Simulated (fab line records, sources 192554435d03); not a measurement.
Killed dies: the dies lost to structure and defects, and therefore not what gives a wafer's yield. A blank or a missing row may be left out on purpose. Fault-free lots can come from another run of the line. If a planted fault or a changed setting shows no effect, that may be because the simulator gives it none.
What tool caused it? -- flow n5-finfet -- 24 lots, 72 wafers sampled, at 3 steps of a route of 1938

WHAT EACH GAUGE READ, for each wafer
N5_BEOL_M8_THK_MEAS_01.
lot,measured,on,M8_ILD_THK (nm)
L074,day 9 16:22,film-metro-01,152.9 156.3 156.3
L075,day 9 16:37,film-metro-02,155.1 154.7 156.5
L077,day 9 17:58,film-metro-02,154.7 157.0 156.7
L076,day 10 00:40,film-metro-01,151.2 151.6 154.2
L079,day 10 13:58,film-metro-01,151.3 152.5 154.7
L078,day 10 14:38,film-metro-01,154.8 155.4 153.9
L080,day 10 19:32,film-metro-01,153.2 154.9 156.2
L081,day 11 02:38,film-metro-01,154.1 154.6 156.5
L082,day 11 20:26,film-metro-01,155.5 158.5 159.4
L083,day 12 00:24,film-metro-01,151.6 157.4 155.9
L084,day 12 01:10,film-metro-01,153.5 155.9 156.2
L085,day 12 14:49,film-metro-01,155.8 153.7 156.2
L086,day 12 18:29,film-metro-01,157.2 157.4 158.2
L087,day 13 00:00,film-metro-01,151.8 154.8 154.4
L088,day 13 00:05,film-metro-02,154.9 156.2 156.1
L089,day 13 00:35,film-metro-01,153.8 156.1 156.0
L090,day 13 20:55,film-metro-02,151.9 154.3 156.8
L093,day 14 00:50,film-metro-02,150.9 155.7 153.6
L092,day 14 01:22,film-metro-02,155.6 157.9 157.3
L094,day 14 13:53,film-metro-02,150.9 152.3 153.5
L095,day 14 23:42,film-metro-02,153.9 153.1 153.7
L096,day 14 23:57,film-metro-01,155.3 157.9 158.0
L097,day 15 04:40,film-metro-02,153.2 156.6 155.1
L091,day 15 17:23,film-metro-01,155.1 157.6 156.9

WHAT TOOL EACH LOT RAN ON (gives the tool, then ch and the chambers of the sampled wafers, and finally the start)
lot,N5_BEOL_M7_ANNEAL_51,N5_BEOL_M7_DEP_56
L074,"rtp-anneal-01 ch 0, day 9 14:58","pecvd-01 ch 0,1, day 9 15:38"
L075,"rtp-anneal-02 ch 0, day 9 15:16","pecvd-02 ch 0,1,2, day 9 15:53"
L077,"rtp-anneal-02 ch 0, day 9 16:35","pecvd-01 ch 0,1, day 9 17:14"
L076,"rtp-anneal-02 ch 0, day 9 23:19","pecvd-02 ch 0,2, day 9 23:58"
L079,"rtp-anneal-01 ch 0, day 10 12:35","pecvd-03 ch 0,1, day 10 13:15"
L078,"rtp-anneal-01 ch 0, day 10 13:21","pecvd-02 ch 0,1,2, day 10 13:55"
L080,"rtp-anneal-01 ch 0, day 10 18:13","pecvd-02 ch 0,1,2, day 10 18:49"
L081,"rtp-anneal-01 ch 0, day 11 01:16","pecvd-03 ch 1,2, day 11 01:55"
L082,"rtp-anneal-01 ch 0, day 11 18:59","pecvd-02 ch 1,2, day 11 19:43"
L083,"rtp-anneal-01 ch 0, day 11 23:00","pecvd-01 ch 0,2, day 11 23:41"
L084,"rtp-anneal-02 ch 0, day 11 23:46","pecvd-01 ch 0,2, day 12 00:26"
L085,"rtp-anneal-02 ch 0, day 12 13:30","pecvd-02 ch 0,2, day 12 14:07"
L086,"rtp-anneal-01 ch 0, day 12 17:07","pecvd-01 ch 1,2, day 12 17:46"
L087,"rtp-anneal-02 ch 0, day 12 22:38","pecvd-01 ch 0,1, day 12 23:17"
L088,"rtp-anneal-01 ch 0, day 12 22:43","pecvd-02 ch 0,2, day 12 23:23"
L089,"rtp-anneal-02 ch 0, day 12 23:13","pecvd-03 ch 0,2, day 12 23:53"
L090,"rtp-anneal-02 ch 0, day 13 19:35","pecvd-02 ch 1,2, day 13 20:13"
L093,"rtp-anneal-02 ch 0, day 13 23:33","pecvd-01 ch 0,1,2, day 14 00:07"
L092,"rtp-anneal-02 ch 0, day 13 23:51","pecvd-01 ch 1,2, day 14 00:28"
L094,"rtp-anneal-01 ch 0, day 14 12:34","pecvd-03 ch 1,2, day 14 13:11"
L095,"rtp-anneal-02 ch 0, day 14 21:50","pecvd-01 ch 0,2, day 14 22:31"
L096,"rtp-anneal-02 ch 0, day 14 22:38","pecvd-03 ch 0,1, day 14 23:14"
L097,"rtp-anneal-02 ch 0, day 15 03:23","pecvd-03 ch 0,2, day 15 03:58"
L091,"rtp-anneal-01 ch 0, day 15 16:05","pecvd-03 ch 0,1,2, day 15 16:40"
- N5_BEOL_M7_ANNEAL_51: time 90 s.
- N5_BEOL_M7_DEP_56: deposits SiCN from 3MS/NH3, target thk 10 nm, time 17.5 s.

WHAT THE TOOLS THEMSELVES READ (means of the sampled wafers that have a number; where no wafer has one, the mark that the record gives instead)
N5_BEOL_M7_ANNEAL_51.
lot,tool,wafer_temp_C_max
L074,rtp-anneal-01,226.0
L075,rtp-anneal-02,225.8
L077,rtp-anneal-02,225.6
L076,rtp-anneal-02,226.0
L079,rtp-anneal-01,226.6
L078,rtp-anneal-01,226.1
L080,rtp-anneal-01,226.4
L081,rtp-anneal-01,226.0
L082,rtp-anneal-01,226.3
L083,rtp-anneal-01,225.9
L084,rtp-anneal-02,225.8
L085,rtp-anneal-02,225.8
L086,rtp-anneal-01,226.3
L087,rtp-anneal-02,225.8
L088,rtp-anneal-01,226.1
L089,rtp-anneal-02,225.6
L090,rtp-anneal-02,225.9
L093,rtp-anneal-02,225.7
L092,rtp-anneal-02,225.9
L094,rtp-anneal-01,226.2
L095,rtp-anneal-02,225.8
L096,rtp-anneal-02,225.7
L097,rtp-anneal-02,225.8
L091,rtp-anneal-01,226.3

N5_BEOL_M7_DEP_56.
lot,tool,showerhead-plenum-p-Torr (Torr),throttle-valve-pct (%)
L074,pecvd-01,3.669,9.1
L075,pecvd-02,3.667,9.3
L077,pecvd-01,3.660,9.1
L076,pecvd-02,3.654,9.1
L079,pecvd-03,3.661,9.2
L078,pecvd-02,3.669,9.3
L080,pecvd-02,3.667,9.3
L081,pecvd-03,3.665,9.0
L082,pecvd-02,3.658,9.6
L083,pecvd-01,3.672,8.8
L084,pecvd-01,3.674,8.8
L085,pecvd-02,3.655,9.4
L086,pecvd-01,3.664,8.6
L087,pecvd-01,3.648,9.1
L088,pecvd-02,3.660,9.3
L089,pecvd-03,3.668,8.2
L090,pecvd-02,3.653,9.7
L093,pecvd-01,3.660,8.8
L092,pecvd-01,3.654,8.8
L094,pecvd-03,3.661,9.1
L095,pecvd-01,3.672,8.7
L096,pecvd-03,3.664,9.2
L097,pecvd-03,3.659,8.8
L091,pecvd-03,3.663,9.0

THE ANSWER, worked out from the rows above alone
Rule: the usual values come from the lots themselves. The widest of any qualifying gaps counts: lots, ordered by their means at a reading, are off when they make up no more than a third of the lots, leave a main group of 4 or more, and stand apart from it by 3 or more times the standard deviation of that group's means. If all means in a main group match to the digits the tables above print for the reading, that group is not used. A lot without any number at a reading at which 4 lots or more have one is off too. The other lots that the step has rows for count as sound. First the gauges in route order, then the tools' own readings, where a lot's mean is used as printed above. The first step at which some lot is off is used, and at that step the reading that is off furthest; a lot without a number counts as furthest.
No lot is off on any of the readings shown, so nothing can be concluded from this.

WHAT HAD BEEN PUT IN BY THE SIMULATOR
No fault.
